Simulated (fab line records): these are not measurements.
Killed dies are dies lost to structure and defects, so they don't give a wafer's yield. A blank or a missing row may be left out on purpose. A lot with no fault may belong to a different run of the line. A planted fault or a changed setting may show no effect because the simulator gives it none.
Split-lot study	flow n5Finfet	21 wafers read from 7 lots, route of 1938 steps

ABOUT THE SPLIT
At N5_BEOL_M11_COAT_05 (resist thk 90 nm), the setting spinRpm was moved away from the recipe's 1500 rpm on 7 of the 21 wafers read, by -8.3% to +10.2%. The other wafers ran this setting at the recipe's value.

FROM THE SPLIT TO THE READING: what the file shows between them, 5 steps
- N5_BEOL_M11_EBR_07
- N5_BEOL_M11_SOFTBAKE_06: time 60 s
- N5_BEOL_M11_EXPOSE_08: exposes mask M11
- N5_BEOL_M11_PEB_09: peb time 60 s
- N5_BEOL_M11_DEVELOP_10: develop time 30 s

THE READING
CAR-ArF_of_BEOL_M11_COAT_05.thkNm (the simulator's own value, which no gauge read), in nm, at N5_BEOL_M11_DESCUM_16 (chemistry O2, time 7.9 s). The file does not state a usual value for it. Average 83.5 nm, standard deviation 0.39 nm, over the 14 wafers here run with the recipe.

wafer	tool, chamber at the split	spinRpm as run, rpm	against the recipe	CAR-ArF_of_BEOL_M11_COAT_05.thkNm, nm	against lot-mates on the recipe
L075.1	lithoTrack-03, 0	1423	-5.1%	85	+1.6
L075.2	lithoTrack-03, 0	1500	recipe	83.4	-
L075.4	lithoTrack-03, 0	1423	-5.1%	84.6	+1.2
L081.2	lithoTrack-04, 0	1500	recipe	83.2	-
L081.4	lithoTrack-04, 0	1500	recipe	83.2	-
L081.6	lithoTrack-04, 0	1500	recipe	83.4	-
L084.1	lithoTrack-04, 0	1500	recipe	84.4	-
L084.5	lithoTrack-04, 0	1500	recipe	83.4	-
L084.6	lithoTrack-04, 0	1500	recipe	83.2	-
L086.1	lithoTrack-02, 0	1653	+10.2%	79.2	-4.5
L086.4	lithoTrack-02, 0	1500	recipe	83.2	-
L086.5	lithoTrack-02, 0	1500	recipe	84.2	-
L090.1	lithoTrack-03, 0	1500	recipe	83.4	-
L090.4	lithoTrack-03, 0	1500	recipe	83.4	-
L090.2	lithoTrack-03, 0	1500	recipe	83.2	-
L096.1	lithoTrack-02, 0	1375	-8.3%	87.4	+3.6
L096.2	lithoTrack-02, 0	1500	recipe	83.8	-
L096.6	lithoTrack-02, 0	1375	-8.3%	87	+3.2
L095.1	lithoTrack-02, 0	1407	-6.2%	86.6	+2.6
L095.2	lithoTrack-02, 0	1407	-6.2%	87	+3.0
L095.3	lithoTrack-02, 0	1500	recipe	84	-

FIT RESULTS
A straight line over all 21 wafers: CAR-ArF_of_BEOL_M11_COAT_05.thkNm changes by -0.428 nm for each +1% of spinRpm; r = -0.96; the points scatter about the line by 0.51 nm.
The same after taking each lot's own level away (the mean of its wafers on the recipe; 21 wafers): -0.412 nm for each +1%; r = -0.98; scatter 0.38 nm.
According to that fit, moving spinRpm by its largest amount changes the reading by 4.2 nm.
Measured against the standard deviation above, the lots' own levels, which go from 83.27 to 84.00 nm, span 1.9 times it.
Consequently the slope shifts little with the lot-to-lot level, the two slopes agreeing.
Check: -4.07 nm against its lot-mates is what the line predicts for one of the wafers moved furthest among these (+10.2%) when that wafer is left out of the fit. It came out at -4.5 nm against them.

FURTHER SPLITS ON THESE WAFERS
Before the reading, these wafers also passed through other splits. Each is held against what the fit with the lots' levels taken away leaves over:
other split on the same wafers	wafers away from the commonest value	r with CAR-ArF_of_BEOL_M11_COAT_05.thkNm (lot level and that fit taken away)
N5_BEOL_M5_COAT_74 spinRpm	9	+0.03
N5_BEOL_M7_ILD_DEP_00 timeS	7	+0.21
N5_BEOL_M7_PECVD_70 tempC	5	-0.02
N5_BEOL_M7_TRENCH_ETCH_37 biasW	8	-0.13
N5_BEOL_M9_EXPOSE_25 doseMj	10	-0.18
N5_BEOL_M10_COAT_60 spinRpm	9	+0.47

THE WHOLE CHAIN: every reading that the file lists as answering this split, in the file's order
step	what it does	reading	change (the file's fit)	r (the file's)
N5_BEOL_M11_COAT_05	resist thk 90 nm	CAR-ArF_of_BEOL_M11_COAT_05.thkNm (the simulator's own value, which no gauge read)	-0.426 nm for each +1% of the setting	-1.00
N5_BEOL_M11_DEVELOP_10	develop time 30 s	CAR-ArF_of_BEOL_M11_COAT_05.thkNm (the simulator's own value, which no gauge read)	-0.437 nm for each +1% of the setting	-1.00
N5_BEOL_M11_DESCUM_16	chemistry O2, time 7.9 s	CAR-ArF_of_BEOL_M11_COAT_05.thkNm (the simulator's own value, which no gauge read)	-0.415 nm for each +1% of the setting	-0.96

THE FILE'S OWN FIT
CAR-ArF_of_BEOL_M11_COAT_05.thkNm changes by -0.415 nm for each +1% of spinRpm, r = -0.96.
